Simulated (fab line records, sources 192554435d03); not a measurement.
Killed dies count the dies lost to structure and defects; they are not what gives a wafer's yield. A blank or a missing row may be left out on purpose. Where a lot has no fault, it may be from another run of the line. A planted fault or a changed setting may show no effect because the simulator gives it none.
Matching of chambers / flow n5-finfet / 3 sister chambers for N5_SDB_ALD_29 on ald-sin-03
The step deposits SiNx, target thk 30 nm, pulse time 1 s, ald cycles 600. 3 wafers are shown with their chamber, then 5 later ones without.

WAFERS PAIRED WITH THEIR CHAMBERS
wafer=L327.2; chamber=2; heater-power-w (W)=821
wafer=L331.3; chamber=0; heater-power-w (W)=763
wafer=L331.4; chamber=1; heater-power-w (W)=806

WAFERS WITHOUT THEIR CHAMBER
wafer=L331.5; heater-power-w (W)=806
wafer=L332.3; heater-power-w (W)=766
wafer=L332.6; heater-power-w (W)=757
wafer=L342.1; heater-power-w (W)=767
wafer=L342.2; heater-power-w (W)=816

CHAMBER TAKEN BY EACH
wafer=L331.5; from the rows above=1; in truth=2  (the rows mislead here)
wafer=L332.3; from the rows above=0; in truth=0
wafer=L332.6; from the rows above=0; in truth=0
wafer=L342.1; from the rows above=0; in truth=0
wafer=L342.2; from the rows above=can't be placed: 2 or 1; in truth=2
3 of 5 placed correctly. Not placeable from these rows: 1 (in 1, the candidates include the true chamber). 1 placed wrongly.
How it was worked out, from the rows above alone: a wafer's distance from a chamber is the root of the sum, over the readings, of the square of ((its reading less the chamber's mean) divided by the reading's scatter). If the next closest chamber is less than 2 further off than the closest, the wafer can't be placed; otherwise it belongs to the closest. A chamber's mean is the mean of its shown wafers. The scatter: with one shown wafer a chamber, the root of the mean of the squares of how far each hidden wafer lies from its nearest shown one.
